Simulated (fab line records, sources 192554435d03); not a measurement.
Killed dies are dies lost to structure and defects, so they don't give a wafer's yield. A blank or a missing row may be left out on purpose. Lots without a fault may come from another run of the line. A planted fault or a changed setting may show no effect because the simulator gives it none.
fab line records | flow n5_finfet
record lots=5 wafers=15 last_day=17
route steps=1938 shown BEOL_M2@919 BEOL_M3@931
lots that met no fault: from a run of the same line without faults
start_h: hours from the record's first day to the start of the lot's first wafer shown | wait_h: hours since the lot's step before | " the same as in the row above | L1.1+2: a row that stands for several wafers | - no value, or no start given | * or withheld: withheld | < > ~ a bound
route shown NAME@n: a module of which the file shows steps, and the number in the route of the first | usual: mean/standard deviation of fault-free wafers | same: alike in all rows | chamber/n: place in a boat | sites: the reading at each site | _std_site: their standard deviation | _edge_site: outer sites' mean less inner sites' | radius_mm: how far each site lies from the wafer's centre | mask NAME#n: copy n | behind: the tool/chamber that last shaped the wafer | hold: why the lot was held/for how many hours/how that ended | device: the transistor (n, p or np) that didn't switch | end of line: the same wafers' tests at the end of the route | a step without rows: its recipe alone | killed: dies lost to structure and defects at the first sort, not the wafer's yield | map: a wafer's dies, x killed, . not, _ none there
set.NAME: the setting as run; set.NAME@STEP: as run at that earlier step | model.NAME: the simulator's own value behind a step, which no gauge read
lots at some steps of the route; a table a step, a row a wafer
services: from which hour (start_h, from the record's first day; less than 0 if before it) a tool's chamber was out of use, for how many hours, and why
## steps
# step N5_BEOL_M2_ANNEAL_95
# recipe temp_c=400 time_s=240 ambient=vacuum
# usual heater_power_w=817/73
# columns lot.wafer tool chamber start_h wait_h heater_power_w
L075.1 pvd_sputter-02 - 140.26 0.0 823
L075.3 " - " " 823
L075.5 " - " " 890
L074.1 pvd_sputter-01 - 140.58 0.0 844
L074.2 " - " " 727
L074.4 " - " " 825
L086.1 pvd_sputter-02 - 211.37 0.0 951
L086.4 " - " " 819
L086.6 " - " " 817
L091.2 pvd_sputter-01 - 243.25 0.0 701
L091.3 " - " " 741
L091.4 " - " " 853
L094.1 pvd_sputter-01 - 270.48 0.0 746
L094.3 " - " " 809
L094.6 " - " " 696
# step N5_BEOL_M2_SPUTTER_96
# recipe material=Cu target_thk_a=45 temp_c=-20 chamber_pressure_pa=0.07 power_w=withheld time_s=8.29
# usual chuck_gas_flow_sccm=1.26/0.052 throttle_valve_pct=29.8/0.95
# columns lot.wafer tool chamber start_h wait_h chuck_gas_flow_sccm throttle_valve_pct
L075.1 pvd_sputter-02 - 140.40 0.1 1.22 27.9
L075.3 " - " " 1.32 31.1
L075.5 " - " " 1.29 29.9
L074.1 pvd_sputter-01 - 140.72 0.1 1.28 30.6
L074.2 " - " " 1.29 30.3
L074.4 " - " " 1.26 29.3
L086.1 pvd_sputter-02 - 211.51 0.1 1.22 28.3
L086.4 " - " " 1.33 31.0
L086.6 " - " " 1.27 28.0
L091.2 pvd_sputter-01 - 243.39 0.1 1.26 29.2
L091.3 " - " " 1.21 30.3
L091.4 " - " " 1.16 30.4
L094.1 pvd_sputter-01 - 270.62 0.1 1.38 29.9
L094.3 " - " " 1.29 29.5
L094.6 " - " " 1.22 29.4
# step N5_BEOL_M2_ECD_50
# recipe material=Cu target_thk_a=3000
# columns lot.wafer tool chamber start_h wait_h
L075.1+3+5 ecd_cu-01 0 140.52 0.1
L074.1+2+4 ecd_cu-02 1,0,1 140.84 0.1
L086.1+4+6 ecd_cu-02 0,0,1 211.63 0.1
L091.2+3+4 ecd_cu-01 1,1,0 243.51 0.1
L094.1+3+6 ecd_cu-02 1,0,0 270.74 0.1
# step N5_BEOL_M2_ANNEAL_51
# recipe temp_c=225 time_s=90 ambient=N2
# usual wafer_temp_C_max=226.37/0.28
# columns lot.wafer tool chamber start_h wait_h wafer_temp_C_max
L075.1 rtp_anneal-01 0 140.60 0.1 226.76
L075.3 " 0 " " 226.25
L075.5 " 0 " " 226.03
L074.1 rtp_anneal-02 0 140.92 0.1 226.38
L074.2 " 0 " " 226.63
L074.4 " 0 " " 226.31
L086.1 rtp_anneal-01 0 211.70 0.1 226.19
L086.4 " 0 " " 226.11
L086.6 " 0 " " 226.32
L091.2 rtp_anneal-02 0 243.66 0.1 226.51
L091.3 " 0 " " 226.17
L091.4 " 0 " " 226.30
L094.1 rtp_anneal-02 0 270.82 0.1 226.19
L094.3 " 0 " " 226.43
L094.6 " 0 " " 226.34
# step N5_BEOL_M2_CMP_52
# recipe stop_on=SiOC t_overpolish_s=6.8 down_force_psi=1 platen_rpm=50 clearing_platen_down_force_psi=1.5 clearing_platen_rpm=50 post_cmp_clean=cu_alkaline target_thk_nm=40 clearing_platen_pad_velocity_m_s=0.99484 pad_velocity_m_s=0.99484
# usual barrier_field_endpoint_s=24.8/0.71 motor_current_A=5.9/0.43 overpolish_run_s=6.802/0.0092 time_to_endpoint_s=64/4.3
# columns lot.wafer tool chamber start_h wait_h barrier_field_endpoint_s motor_current_A overpolish_run_s time_to_endpoint_s
L074.1 cmp-01 3 141.22 0.3 24.0 5.4 6.786 60
L074.4 " 1 " " 24.5 5.3 6.797 62
L074.2 " 2 " " 24.6 5.3 6.794 62
L075.3 cmp-04 1 141.24 0.4 24.9 5.7 6.792 64
L075.1 " 2 " " 25.1 5.9 6.799 63
L075.5 " 3 " " 25.8 6.2 6.790 68
L086.1 cmp-01 1 212.00 0.3 24.2 5.2 6.803 66
L086.4 " 3 " " 24.6 5.5 6.810 64
L086.6 " 1 " " 24.1 5.4 6.794 66
L091.4 cmp-01 1 243.92 0.1 25.0 5.3 6.792 67
L091.2 " 2 " " 24.5 5.9 6.801 67
L091.3 " 0 " " 25.3 5.5 6.776 71
L094.1 cmp-03 3 271.11 0.3 24.5 6.7 6.796 63
L094.3 " 0 " " 25.1 6.0 6.800 69
L094.6 " 0 " " 26.7 6.1 6.792 72
# step N5_BEOL_M2_THK_MEAS_53
# recipe thk_meas_gauge=xrf reads=Cu_of_BEOL_M2_ECD_50
# usual M2_THK=40.6/1.7
# columns lot.wafer tool chamber start_h wait_h M2_THK[nm]
L075.1 film_metro-01 - 141.47 - 40.8
L075.3 " - " " 40.4
L075.5 " - " " 40.2
L074.1 film_metro-02 - 141.51 - 42.4
L074.2 " - " " 42.2
L074.4 " - " " 42.0
L086.1 film_metro-02 - 212.30 - 41.1
L086.4 " - " " 40.0
L086.6 " - " " 40.9
L091.2 film_metro-01 - 244.22 - 42.1
L091.3 " - " " 40.8
L091.4 " - " " 41.0
L094.1 film_metro-01 - 271.41 - 39.4
L094.3 " - " " 41.3
L094.6 " - " " 41.1
# step N5_BEOL_M2_PRE_CLEAN_60
# recipe gas=NH3/H2 time_s=15 temp_c=* rf_power_w=300
# usual heater_power_w=99/24
# columns lot.wafer tool chamber start_h wait_h heater_power_w
L075.1 cvd_co-01 0 141.50 0.0 91
L075.3 " 1 " " 95
L075.5 " 0 " " 95
L074.1 cvd_co-02 2 141.59 0.1 97
L074.2 " 1 " " 154
L074.4 " 0 " " 112
L086.1 cvd_co-02 1 212.33 0.0 147
L086.4 " 2 " " 96
L086.6 " 0 " " 111
L091.2 cvd_co-01 1 244.28 0.1 95
L091.3 " 2 " " 66
L091.4 " 2 " " 66
L094.1 cvd_co-02 1 271.44 0.0 152
L094.3 " 2 " " 97
L094.6 " 0 " " 111
# step N5_BEOL_M2_CO_CAP_55
# recipe material=Co target_thk_a=20 temp_c=200 precursor=CCTBA/H2 pressure_torr=30 time_s=102.1
# usual heater_power_w=254/31
# columns lot.wafer tool chamber start_h wait_h heater_power_w
L075.1 cvd_co-01 0 141.54 0.0 248
L075.3 " 1 " " 247
L075.5 " 0 " " 249
L074.1 cvd_co-02 2 141.63 0.0 251
L074.2 " 1 " " 310
L074.4 " 0 " " 260
L086.1 cvd_co-02 1 212.37 0.0 315
L086.4 " 2 " " 249
L086.6 " 0 " " 268
L091.2 cvd_co-01 1 244.32 0.0 251
L091.3 " 2 " " 207
L091.4 " 2 " " 211
L094.1 cvd_co-02 1 271.48 0.0 316
L094.3 " 2 " " 256
L094.6 " 0 " " 272
# step N5_BEOL_M2_PRE_CLEAN_56
# recipe gas=NH3 time_s=15 temp_c=withheld rf_power_w=300
# columns lot.wafer tool chamber start_h wait_h
L075.1+3+5 pecvd-02 0,2,2 141.63 0.1
L074.1+2+4 pecvd-01 1,0,1 141.72 0.1
L086.1+4+6 pecvd-01 0,1,1 212.46 0.1
L091.2+3+4 pecvd-01 0,2,0 244.42 0.1
L094.1+3+6 pecvd-01 2,0,2 271.58 0.1
# step N5_BEOL_M2_DEP_57
# recipe material=SiCN target_thk_a=80 temp_c=withheld precursor=3MS/NH3 pressure_torr=3 rf_w=202 time_s=14
# usual showerhead_plenum_p_Torr=3.655/0.012 throttle_valve_pct=9.0/0.54
# columns lot.wafer tool chamber start_h wait_h showerhead_plenum_p_Torr throttle_valve_pct
L075.1 pecvd-02 0 141.66 0.0 3.675 9.3
L075.3 " 2 " " 3.673 9.0
L075.5 " 2 " " 3.679 9.0
L074.1 pecvd-01 1 141.74 0.0 3.649 9.3
L074.2 " 0 " " 3.642 8.8
L074.4 " 1 " " 3.648 9.0
L086.1 pecvd-01 0 212.50 0.0 3.650 8.9
L086.4 " 1 " " 3.635 9.1
L086.6 " 1 " " 3.658 9.1
L091.2 pecvd-01 0 244.44 0.0 3.640 8.5
L091.3 " 2 " " 3.650 9.0
L091.4 " 0 " " 3.655 8.6
L094.1 pecvd-01 2 271.60 0.0 3.652 9.1
L094.3 " 0 " " 3.646 8.9
L094.6 " 2 " " 3.647 9.4
# step N5_BEOL_M2_RS_MEAS_58
# recipe thk_meas_gauge=four-point-probe reads=Co_of_BEOL_M2_CO_CAP_55+Cu_of_BEOL_M2_ECD_50+Co_of_BEOL_M2_CVD_47+TaN_of_BEOL_M2_ALD_84
# usual M2_RS=0.67/0.035
# columns lot.wafer tool chamber start_h wait_h M2_RS[ohm/sq]
L075.1 film_metro-01 - 141.73 0.0 0.66
L075.3 " - " " 0.67
L075.5 " - " " 0.68
L074.1 film_metro-02 - 141.81 0.0 0.63
L074.2 " - " " 0.63
L074.4 " - " " 0.64
L086.1 film_metro-01 - 212.59 0.1 0.65
L086.4 " - " " 0.67
L086.6 " - " " 0.65
L091.2 film_metro-02 - 244.51 0.1 0.63
L091.3 " - " " 0.65
L091.4 " - " " 0.65
L094.1 film_metro-01 - 271.67 0.0 0.69
L094.3 " - " " 0.64
L094.6 " - " " 0.65
# step N5_BEOL_M2_INSPECT_59
# recipe inspect_instrument=darkfield mode=post_dep
# usual raw_defect_count=69/22
# columns lot.wafer tool chamber start_h wait_h raw_defect_count
L075.1 defect_inspect-02 - 141.75 0.0 51
L075.3 " - " " 85
L075.5 " - " " 63
L074.1 defect_inspect-01 - 141.83 0.0 92
L074.2 " - " " 59
L074.4 " - " " 62
L086.1 defect_inspect-01 - 212.61 0.0 65
L086.4 " - " " 67
L086.6 " - " " 55
L091.2 defect_inspect-01 - 244.53 0.0 45
L091.3 " - " " 38
L091.4 " - " " 51
L094.1 defect_inspect-02 - 271.69 0.0 97
L094.3 " - " " 49
L094.6 " - " " 83
# step N5_BEOL_M3_ILD_DEP_00
# recipe material=SiOC target_thk_a=790 temp_c=350 precursor=DEMS/O2 pressure_torr=5 rf_w=500 time_s=15.3
# usual heater_power_w=514/84 showerhead_plenum_p_Torr=5.693/0.015 throttle_valve_pct=11.9/0.36
# columns lot.wafer tool chamber start_h wait_h heater_power_w showerhead_plenum_p_Torr throttle_valve_pct
L075.1 pecvd-03 1 141.79 0.0 493 5.707 11.8
L075.3 " 0 " " 481 5.720 12.3
L075.5 " 0 " " 482 5.715 12.3
L074.1 pecvd-02 0 141.87 0.0 431 5.715 12.3
L074.2 " 2 " " 356 5.726 11.8
L074.4 " 0 " " 430 5.718 12.3
L086.1 pecvd-02 0 212.65 0.0 400 5.706 12.2
L086.4 " 1 " " 393 5.693 12.0
L086.6 " 0 " " 409 5.697 12.2
L091.2 pecvd-03 2 244.57 0.0 649 5.709 11.9
L091.3 " 0 " " 510 5.704 12.4
L091.4 " 1 " " 475 5.698 11.4
L094.1 pecvd-03 0 271.73 0.0 506 5.716 12.3
L094.3 " 1 " " 575 5.686 11.7
L094.6 " 0 " " 512 5.702 12.3
# step N5_BEOL_M3_THK_MEAS_01
# recipe reads=SiOC_of_BEOL_M3_ILD_DEP_00
# usual M3_ILD_THK=78.8/1.1
# columns lot.wafer tool chamber start_h wait_h M3_ILD_THK[nm]
L075.1 film_metro-01 - 141.86 0.0 77.3
L075.3 " - " " 78.4
L075.5 " - " " 80.3
L074.1 film_metro-01 - 141.94 0.0 77.7
L074.2 " - " " 79.0
L074.4 " - " " 79.6
L086.1 film_metro-01 - 212.73 0.1 76.8
L086.4 " - " " 80.1
L086.6 " - " " 78.9
L091.2 film_metro-01 - 244.64 0.1 78.1
L091.3 " - " " 78.1
L091.4 " - " " 78.0
L094.1 film_metro-02 - 271.80 0.0 76.6
L094.3 " - " " 77.0
L094.6 " - " " 79.9
# step N5_BEOL_M3_PECVD_72
# recipe material=SiO2 target_thk_a=160 temp_c=400 precursor=TEOS/O2 pressure_torr=5.5 rf_w=450 teos_flow_sccm=53.8 gas=O2 flow_sccm=3000 time_s=18
# usual heater_power_w=729/110 showerhead_plenum_p_Torr=8.76/0.067 throttle_valve_pct=22.2/0.77
# columns lot.wafer tool chamber start_h wait_h heater_power_w showerhead_plenum_p_Torr throttle_valve_pct
L075.1 pecvd-01 1 141.89 0.0 801 8.65 22.7
L075.3 " 2 " " 863 8.70 22.6
L075.5 " 2 " " 871 8.72 22.5
L074.1 pecvd-03 2 141.98 0.0 873 8.80 22.1
L074.2 " 0 " " 745 8.85 22.8
L074.4 " 2 " " 891 8.82 22.0
L086.1 pecvd-01 1 212.77 0.0 836 8.65 22.8
L086.4 " 0 " " 668 8.70 21.5
L086.6 " 1 " " 831 8.66 22.6
L091.2 pecvd-02 0 244.67 0.0 605 8.84 23.1
L091.3 " 0 " " 586 8.85 23.3
L091.4 " 1 " " 581 8.77 22.4
L094.1 pecvd-02 2 271.83 0.0 629 8.83 19.9
L094.3 " 0 " " 620 8.85 23.4
L094.6 " 2 " " 627 8.83 20.1
# step N5_BEOL_M3_HM_DEP_02
# recipe material=TiN target_thk_a=200 temp_c=25 chamber_pressure_pa=0.49996
# usual throttle_valve_pct=29.7/1
# columns lot.wafer tool chamber start_h wait_h throttle_valve_pct
L075.1 pvd_sputter-02 - 143.54 1.6 30.8
L075.3 " - " " 28.5
L075.5 " - " " 28.0
L074.1 pvd_sputter-02 - 143.72 1.7 30.0
L074.2 " - " " 28.1
L074.4 " - " " 28.5
L086.1 pvd_sputter-03 - 213.49 0.7 30.1
L086.4 " - " " 30.8
L086.6 " - " " 30.1
L091.2 pvd_sputter-02 - 244.93 0.2 28.3
L091.3 " - " " 29.9
L091.4 " - " " 31.4
L094.1 pvd_sputter-03 - 272.76 0.9 30.2
L094.3 " - " " 31.3
L094.6 " - " " 30.8
# step N5_BEOL_M3_COAT_61
# recipe resist=SOC temp_c=250 time_s=60 spin_rpm=1500 resist_thk_nm=60
# usual heater_power_total_W=500.5/1.8
# columns lot.wafer tool chamber start_h wait_h heater_power_total_W
L075.1 litho_track-05 0 143.67 0.1 502.4
L075.3 " 0 " " 500.8
L075.5 " 0 " " 497.9
L074.1 litho_track-03 0 143.85 0.1 499.0
L074.2 " 0 " " 503.1
L074.4 " 0 " " 500.4
L086.1 litho_track-02 0 213.62 0.1 501.9
L086.4 " 0 " " 502.7
L086.6 " 0 " " 502.2
L091.2 litho_track-02 0 245.06 0.1 497.7
L091.3 " 0 " " 502.0
L091.4 " 0 " " 502.3
L094.1 litho_track-03 0 272.99 0.1 502.2
L094.3 " 0 " " 498.9
L094.6 " 0 " " 501.4
# step N5_BEOL_M3_COAT_62
# recipe resist=SiARC temp_c=220 time_s=60 spin_rpm=1500 resist_thk_nm=12
# usual heater_power_total_W=427.5/2.1
# columns lot.wafer tool chamber start_h wait_h heater_power_total_W
L075.1 litho_track-05 0 - - 428.5
L075.3 " 0 " " 428.8
L075.5 " 0 " " 425.8
L074.1 litho_track-03 0 - - 424.9
L074.2 " 0 " " 428.0
L074.4 " 0 " " 424.0
L086.1 litho_track-02 0 - - 430.6
L086.4 " 0 " " 429.7
L086.6 " 0 " " 429.4
L091.2 litho_track-02 0 - - 426.1
L091.3 " 0 " " 424.1
L091.4 " 0 " " 427.7
L094.1 litho_track-03 0 - - 424.8
L094.3 " 0 " " 424.2
L094.6 " 0 " " 426.5
# step N5_BEOL_M3_COAT_73
# recipe resist=underlayer temp_c=205 time_s=60 spin_rpm=1500 resist_thk_nm=5
# usual heater_power_total_W=391.8/1.3
# columns lot.wafer tool chamber start_h wait_h heater_power_total_W
L075.1 litho_track-05 0 - - 390.5
L075.3 " 0 " " 390.4
L075.5 " 0 " " 393.1
L074.1 litho_track-03 0 - - 393.1
L074.2 " 0 " " 393.0
L074.4 " 0 " " 393.8
L086.1 litho_track-02 0 - - 393.0
L086.4 " 0 " " 390.5
L086.6 " 0 " " 391.9
L091.2 litho_track-02 0 - - 393.2
L091.3 " 0 " " 391.1
L091.4 " 0 " " 392.5
L094.1 litho_track-03 0 - - 390.3
L094.3 " 0 " " 391.9
L094.6 " 0 " " 390.5
# step N5_BEOL_M3_COAT_05
# recipe resist=CAR-EUV spin_rpm=1500 resist_thk_nm=30
# columns lot.wafer tool chamber start_h wait_h
L075.1+3+5 litho_track-05 0 - -
L074.1+2+4 litho_track-03 0 - -
L086.1+4+6 litho_track-02 0 - -
L091.2+3+4 litho_track-02 0 - -
L094.1+3+6 litho_track-03 0 - -
# step N5_BEOL_M3_EBR_07
# recipe solvent=PGMEA ebr_width_mm=1.5
# columns lot.wafer tool chamber start_h wait_h
L075.1+3+5 litho_track-05 0 - -
L074.1+2+4 litho_track-03 0 - -
L086.1+4+6 litho_track-02 0 - -
L091.2+3+4 litho_track-02 0 - -
L094.1+3+6 litho_track-03 0 - -
# step N5_BEOL_M3_SOFTBAKE_06
# recipe temp_c=110 time_s=60 resist=CAR-EUV
# usual heater_power_total_W=175.4/1.6
# columns lot.wafer tool chamber start_h wait_h heater_power_total_W
L075.1 litho_track-05 0 - - 173.1
L075.3 " 0 " " 176.3
L075.5 " 0 " " 175.4
L074.1 litho_track-03 0 - - 176.8
L074.2 " 0 " " 177.6
L074.4 " 0 " " 174.5
L086.1 litho_track-02 0 - - 174.1
L086.4 " 0 " " 175.9
L086.6 " 0 " " 176.7
L091.2 litho_track-02 0 - - 176.3
L091.3 " 0 " " 175.4
L091.4 " 0 " " 173.1
L094.1 litho_track-03 0 - - 175.7
L094.3 " 0 " " 173.9
L094.6 " 0 " " 177.4
# step N5_BEOL_M3_EXPOSE_08
# recipe mask_id=M3 na=0.33 source_shape=dipole sigma_inner=0.369 sigma_outer=0.767 polarization=unpolarized dose_mj=33
# usual exposure_dose_mJ_cm2=33.5/0.54
# same sigma_inner=0.369
# columns lot.wafer tool chamber start_h wait_h mask exposure_dose_mJ_cm2
L075.1 euv_scanner-01 0 143.93 - M3#0 34.0
L075.3 " 0 " " M3#0 34.1
L075.5 " 0 " " M3#0 34.1
L074.1 euv_scanner-02 0 144.11 - M3#0 33.0
L074.2 " 0 " " M3#0 33.0
L074.4 " 0 " " M3#0 32.9
L086.1 euv_scanner-01 0 213.75 - M3#0 34.1
L086.4 " 0 " " M3#0 34.0
L086.6 " 0 " " M3#0 34.0
L091.2 euv_scanner-02 0 245.20 - M3#0 32.9
L091.3 " 0 " " M3#0 32.9
L091.4 " 0 " " M3#0 32.9
L094.1 euv_scanner-02 0 273.12 - M3#0 33.0
L094.3 " 0 " " M3#0 33.0
L094.6 " 0 " " M3#0 32.9
# step N5_BEOL_M3_PEB_09
# recipe peb_temp_c=100 peb_time_s=60 resist=CAR-EUV
# usual heater_power_total_W=154.0/1.1
# columns lot.wafer tool chamber start_h wait_h heater_power_total_W
L075.1 litho_track-05 0 143.99 0.1 155.1
L075.3 " 0 " " 152.7
L075.5 " 0 " " 153.8
L074.1 litho_track-02 0 144.17 0.1 153.6
L074.2 " 0 " " 153.5
L074.4 " 0 " " 152.5
L086.1 litho_track-05 0 213.81 0.1 154.2
L086.4 " 0 " " 155.1
L086.6 " 0 " " 155.2
L091.2 litho_track-02 0 245.25 0.0 155.3
L091.3 " 0 " " 155.3
L091.4 " 0 " " 152.7
L094.1 litho_track-03 0 273.18 0.1 155.7
L094.3 " 0 " " 154.5
L094.6 " 0 " " 155.2
# step N5_BEOL_M3_DEVELOP_10
# recipe develop_time_s=30 developer=TMAH resist=CAR-EUV rinse_liquid=surfactant_rinse dry=air_spin dev_temp_c=23
# columns lot.wafer tool chamber start_h wait_h
L075.1+3+5 litho_track-05 0 - -
L074.1+2+4 litho_track-02 0 - -
L086.1+4+6 litho_track-05 0 - -
L091.2+3+4 litho_track-02 0 - -
L094.1+3+6 litho_track-03 0 - -
# step N5_BEOL_M3_CD_MEAS_11
# recipe target_cd_nm=17.05 landing_energy_ev=500 detector=se_inlens polarity=opening
# usual cd_nm=16.9/0.31
# columns lot.wafer tool chamber start_h wait_h cd_nm
L075.1 cd_sem-01 0 144.06 - 17.3
L075.3 " 0 " " 16.7
L075.5 " 0 " " 17.0
L074.1 cd_sem-03 0 144.24 - 16.7
L074.2 " 0 " " 16.7
L074.4 " 0 " " 16.8
L086.1 cd_sem-03 0 213.88 - 16.8
L086.4 " 0 " " 17.1
L086.6 " 0 " " 17.0
L091.2 cd_sem-03 0 245.32 - 16.9
L091.3 " 0 " " 16.5
L091.4 " 0 " " 17.0
L094.1 cd_sem-02 0 273.25 - 17.1
L094.3 " 0 " " 17.2
L094.6 " 0 " " 17.1
# step N5_BEOL_M3_OVL_MEAS_12
# recipe points_per_wafer=522
# usual M3_OVL=-0.3/0.63
# columns lot.wafer tool chamber start_h wait_h M3_OVL[nm]
L075.1 overlay-02 0 144.09 0.0 0.0
L075.3 " 0 " " -0.5
L075.5 " 0 " " -0.2
L074.1 overlay-02 0 144.27 0.0 0.8
L074.2 " 0 " " -0.3
L074.4 " 0 " " -1.3
L086.1 overlay-02 0 213.91 0.0 -0.3
L086.4 " 0 " " 0.4
L086.6 " 0 " " 0.1
L091.2 overlay-01 0 245.36 0.0 -0.6
L091.3 " 0 " " -0.2
L091.4 " 0 " " -1.5
L094.1 overlay-02 0 273.28 0.0 0.3
L094.3 " 0 " " -0.4
L094.6 " 0 " " 1.2
# step N5_BEOL_M3_INSPECT_13
# recipe mode=adi inspect_instrument=brightfield
# usual raw_defect_count=390/79
# columns lot.wafer tool chamber start_h wait_h raw_defect_count
L075.1 defect_inspect-01 - 144.15 0.1 394
L075.3 " - " " 438
L075.5 " - " " 510
L074.1 defect_inspect-01 - 144.33 0.1 408
L074.2 " - " " 311
L074.4 " - " " 386
L086.1 defect_inspect-02 - 213.97 0.1 413
L086.4 " - " " 425
L086.6 " - " " 519
L091.2 defect_inspect-01 - 245.41 0.0 291
L091.3 " - " " 344
L091.4 " - " " 345
L094.1 defect_inspect-01 - 273.34 0.1 389
L094.3 " - " " 391
L094.6 " - " " 331
# step N5_BEOL_M3_DESCUM_16
# recipe chemistry=O2 time_s=7 source_power_w=50 bias_power_w=20 pressure_mtorr=20 rf_frequency_hz=2.712e+07 temp_c=40 resist=CAR-EUV o2_flow_sccm=225
# usual bias_power_w=20.00/0.065 drypump_motor_current_A=5.7/0.45 oes_product_au=0.77/0.087 rf_vpp_V=243.0/1.6 showerhead_plenum_p_Torr=2.09/0.078 throttle_valve_pct=20.53/0.26
# columns lot.wafer tool chamber start_h wait_h bias_power_w drypump_motor_current_A oes_product_au rf_hours_counter_h rf_vpp_V showerhead_plenum_p_Torr throttle_valve_pct
L075.1 rie_diel-02 3 144.18 0.0 19.94 5.5 0.90 36 245.7 2.25 20.38
L075.3 " 2 " " 20.06 5.6 0.73 209 241.2 2.00 20.48
L075.5 " 0 " " 19.96 5.3 0.88 - 243.9 2.07 20.58
L074.1 rie_diel-02 0 144.41 0.1 20.07 5.2 0.88 26 242.1 2.07 20.57
L074.2 " 3 " " 19.99 5.5 0.90 36 244.8 2.25 20.37
L074.4 " 2 " " 19.90 5.6 0.73 209 241.2 2.00 20.47
L086.1 rie_diel-03 1 214.68 0.7 20.08 5.7 0.74 194 241.7 2.01 20.83
L086.4 " 2 " " 20.06 5.3 0.69 241 242.9 2.14 20.70
L086.6 " 2 " " 20.09 5.3 0.69 - 245.0 2.14 20.69
L091.2 rie_diel-02 2 245.44 0.0 19.99 5.6 0.71 236 239.8 1.99 20.52
L091.3 " 3 " " 20.04 5.5 0.86 63 244.1 2.24 20.45
L091.4 " 1 " " 19.99 6.2 0.72 208 244.2 2.06 20.25
L094.1 rie_diel-03 2 273.37 0.0 20.02 5.3 1.00 3 245.1 2.14 20.23
L094.3 " 3 " " 20.01 5.1 0.71 229 242.4 2.06 20.64
L094.6 " 2 " " 19.92 5.3 1.00 - 244.3 2.14 20.23
# step N5_BEOL_M3_ETCH_74
# recipe chemistry=N2/H2 target=underlayer target_depth_a=65 mask_material=CAR-EUV time_s=5.2 ion_energy_ev=200 pressure_mtorr=30 source_w=840 bias_w=150 n2_flow_sccm=200 h2_flow_sccm=200 ends=cleared
# usual drypump_motor_current_A=5.7/0.45 etch_rf_on_time_s=5.17/0.11 oes_product_au=0.66/0.073 rf_vpp_V=523.5/2.8 showerhead_plenum_p_Torr=2.53/0.087 throttle_valve_pct=17.90/0.29
# columns lot.wafer tool chamber start_h wait_h drypump_motor_current_A etch_rf_on_time_s oes_product_au rf_hours_counter_h rf_vpp_V showerhead_plenum_p_Torr throttle_valve_pct
L075.1 rie_diel-02 3 144.22 0.0 5.5 5.28 0.74 36 527.4 2.66 17.44
L075.3 " 2 " " 5.6 5.18 0.62 209 519.9 2.41 17.84
L075.5 " 0 " " 5.2 5.43 0.73 - 520.2 2.49 17.72
L074.1 rie_diel-02 0 144.44 0.0 5.3 5.46 0.72 26 521.8 2.49 17.72
L074.2 " 3 " " 5.5 5.29 0.76 36 527.8 2.66 17.43
L074.4 " 2 " " 5.6 5.17 0.61 209 518.8 2.41 17.84
L086.1 rie_diel-03 1 214.71 0.0 5.7 5.07 0.64 194 520.8 2.44 18.23
L086.4 " 2 " " 5.3 5.08 0.60 241 527.5 2.59 18.00
L086.6 " 2 " " 5.3 5.07 0.60 - 525.4 2.59 17.97
L091.2 rie_diel-02 2 245.48 0.0 5.6 5.28 0.59 236 522.3 2.40 17.92
L091.3 " 3 " " 5.5 5.26 0.72 63 528.2 2.65 17.49
L091.4 " 1 " " 6.2 5.24 0.61 208 523.8 2.52 17.94
L094.1 rie_diel-03 2 273.41 0.0 5.3 5.13 0.86 3 526.3 2.58 17.52
L094.3 " 3 " " 5.1 5.13 0.60 229 523.7 2.52 18.17
L094.6 " 2 " " 5.3 5.13 0.86 - 524.1 2.58 17.53
# step N5_BEOL_M3_ETCH_63
# recipe chemistry=CF4 target=SiARC target_depth_a=156 mask_material=CAR-EUV time_s=26 ion_energy_ev=80 pressure_mtorr=40 source_w=545 bias_w=36 Ar_flow_sccm=100 cf4_flow_sccm=100 ends=cleared
# usual drypump_motor_current_A=5.7/0.45 etch_rf_on_time_s=25.8/0.65 oes_product_au=0.66/0.073 rf_vpp_V=184.0/1.1 showerhead_plenum_p_Torr=2.13/0.075 throttle_valve_pct=15.67/0.25
# columns lot.wafer tool chamber start_h wait_h drypump_motor_current_A etch_rf_on_time_s oes_product_au rf_hours_counter_h rf_vpp_V showerhead_plenum_p_Torr throttle_valve_pct
L075.1 rie_diel-02 3 144.23 0.0 5.5 26.2 0.76 36 184.1 2.26 15.24
L075.3 " 2 " " 5.6 25.7 0.62 209 184.9 2.04 15.65
L075.5 " 0 " " 5.3 27.0 0.73 - 182.4 2.11 15.48
L074.1 rie_diel-02 0 144.46 0.0 5.2 26.9 0.73 26 183.2 2.11 15.50
L074.2 " 3 " " 5.5 26.2 0.76 36 186.2 2.26 15.25
L074.4 " 2 " " 5.6 25.7 0.62 209 182.8 2.04 15.65
L086.1 rie_diel-03 1 214.73 0.0 5.7 25.3 0.63 194 182.8 2.04 15.83
L086.4 " 2 " " 5.3 25.1 0.60 241 184.1 2.20 15.91
L086.6 " 2 " " 5.3 25.1 0.60 - 184.2 2.20 15.91
L091.2 rie_diel-02 2 245.49 0.0 5.6 26.0 0.60 236 182.2 2.03 15.70
L091.3 " 3 " " 5.5 26.6 0.72 63 186.3 2.25 15.31
L091.4 " 1 " " 6.2 25.9 0.62 209 183.8 2.12 15.60
L094.1 rie_diel-03 2 273.42 0.0 5.3 25.5 0.86 3 184.6 2.19 15.41
L094.3 " 3 " " 5.1 25.3 0.61 229 183.1 2.10 15.86
L094.6 " 2 " " 5.3 25.6 0.85 - 186.1 2.19 15.39
## services
# columns tool chamber start_h hours kind
cmp-01 - 118.43 9.1 pm
euv_scanner-02 - 127.34 1.0 pm
pecvd-02 - 128.27 6.0 pm
euv_scanner-01 - 135.61 0.5 repair
cvd_co-02 - 140.44 0.7 repair
euv_scanner-01 - 150.64 1.0 pm
rtp_anneal-01 - 159.41 5.1 pm
euv_scanner-01 - 175.46 4.6 pm
euv_scanner-02 - 183.49 1.0 pm
pecvd-02 - 183.88 14.6 pm
pecvd-01 2 185.92 28.9 repair
euv_scanner-02 - 193.67 0.5 repair
cmp-01 - 199.59 4.0 pm
euv_scanner-02 - 204.32 4.6 pm
rie_diel-02 - 204.96 14.6 pm
euv_scanner-01 - 208.91 1.0 pm
rie_diel-02 0 225.17 5.2 repair
euv_scanner-01 - 236.38 5.8 pm
euv_scanner-02 - 242.16 1.0 pm
cvd_co-01 0 244.46 12.5 repair
cvd_co-02 - 244.92 1.4 repair
euv_scanner-02 - 251.95 6.2 pm
cmp-01 - 252.12 1.1 repair
pecvd-02 - 271.91 2.8 pm
## key
fault none
